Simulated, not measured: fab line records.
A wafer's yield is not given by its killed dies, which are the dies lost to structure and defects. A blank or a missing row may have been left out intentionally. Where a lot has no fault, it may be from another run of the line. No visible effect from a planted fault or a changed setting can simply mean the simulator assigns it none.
A lot that was struck, set against a sound lot / flow n5_finfet / 15 steps out of a route of 1938
Sound: the wafers L438.1, L438.4, L438.5. Struck: wafer L453.2 (left out: L453.3, L453.4 of the same lot, which were not struck); the cause appears at the end.
At each step with rows: each side's tool, then ch and its chambers, then its first start. Under that, the readings that differ: sound wafers / struck wafers / difference of the means / sigmas: that difference in standard deviations of wafers without a fault.
alike: words and numbers the same on both sides, and readings whose means are apart by under 2 such deviations; not compared: readings that were withheld, readings missing a value for some wafer, numbers with overlapping values and no deviation given by the record, and bounds like >300 which may hide the same value.
A row with sigmas, a row that says differs or no value, or rows on one side alone: a step with any of these is where the two part. Numbers that have no deviation but don't overlap get no sigmas and don't part them. Lack of a reading on every wafer of one side parts them only where that side has two or more wafers.

first, 3 steps without rows for these wafers: N5_MOL_CONTACT_COAG_CONTACT_ETCH_14 (etches SiO2 in C4F6/O2, target depth 27.5 nm, overetch 8.5 nm, time 20 s); N5_MOL_CONTACT_COAG_STRIP_109 (strips in C4F6/O2); N5_MOL_CONTACT_COAG_ETCH_15 (etches SiNx in CH3F/O2, stops on Si:P, target depth 7 nm).
N5_MOL_CONTACT_COAG_ETCH_110: etches Si in CF4/O2, target depth 2.5 nm, time 8 s.
  sound on rie_diel-03 ch 0,1,2, day 6 08:54; struck on rie_diel-03 ch 2, day 10 05:09
  alike: drypump_motor_current_A, mfc_ar_sccm, oes_product_au, rf_vpp_V, showerhead_plenum_p_Torr, throttle_valve_pct
  not compared: rf_hours_counter_h
N5_MOL_CONTACT_COAG_STRIP_98: strips in N2/H2.
  sound on rie_diel-03 ch 0,1,2, day 6 08:57; struck on rie_diel-03 ch 2, day 10 05:11
  alike: drypump_motor_current_A, h2_flow_sccm, oes_product_au, rf_vpp_V, showerhead_plenum_p_Torr, throttle_valve_pct
  not compared: rf_hours_counter_h
N5_MOL_CONTACT_COAG_CD_MEAS_99: target cd 17.2 nm.
  sound: cd_sem-01 at day 6 09:01; struck: cd_sem-01 at day 10 05:16
  alike: cd_nm
then, 3 steps without rows for these wafers: N5_MOL_CONTACT_COAG_IMPLANT_129; N5_MOL_CONTACT_COAG_PRECLEAN_111 (cleans in NF3:NH3, afs cycles 1, time 20 s, sublimation time 60 s); N5_MOL_CONTACT_COAG_TI_SIL_19 (material Ti, target thk 4.2 nm, time 15 s).
N5_MOL_CONTACT_COAG_ALD_20: deposits TiN, target thk 1.5 nm, pulse time 1 s, purge time 3 s.
  sound on ald_metal-02 ch 1,2, day 6 09:41; struck on ald_metal-03 ch 2, day 10 05:53
  alike: heater_power_w, precursor_pulse_height_rel
N5_MOL_CONTACT_COAG_SIL_ANNEAL_21: time 60 s.
  sound on rtp_anneal-01 ch 0, day 6 10:04; struck on rtp_anneal-01 ch 0, day 10 06:17
  alike: lamp_power_pct, lamp_zone_7_pct, wafer_temp_C_max
N5_MOL_CONTACT_COAG_PRE_CLEAN_141: time 60 s.
  sound: pvd_sputter-02 at day 6 10:17; struck: pvd_sputter-02 at day 10 06:29
  alike: heater_power_w
N5_MOL_CONTACT_COAG_SPUTTER_143: material Co, target thk 2.5 nm.
  sound: pvd_sputter-02 at day 6 10:21; struck: pvd_sputter-02 at day 10 06:33
reading=model.Co_of_MOL_CONTACT_COAG_SPUTTER_143.thk_nm (nm); sound=2.6 2.6 2.6; struck=0.8; difference=-1.8; sigmas=
  alike: chamber_pressure_pa, throttle_valve_pct
then, 1 step without rows for these wafers: N5_MOL_CONTACT_COAG_CO_FILL_22 (material Co, precursor CCTBA/H2, target thk 20 nm).
-- here the record skips 4 days between the struck wafers' starts before and after, leaving off in module MOL_CONTACT_COAG and picking up in module BEOL_M4 (first step shown: number 1111 of the route) --
N5_BEOL_M4_RC_MEAS_101:
  sound on prober-02 ch 0, day 9 03:50; struck on prober-02 ch 0, day 14 02:47
  alike: DIBL_N, DIBL_P, IOFF_N, IOFF_P, ION_N, ION_P, SS_N, SS_P, VT_N, VT_P

## WHERE THEY PART
Nowhere in this record.

WHY: what had been put in by the simulator
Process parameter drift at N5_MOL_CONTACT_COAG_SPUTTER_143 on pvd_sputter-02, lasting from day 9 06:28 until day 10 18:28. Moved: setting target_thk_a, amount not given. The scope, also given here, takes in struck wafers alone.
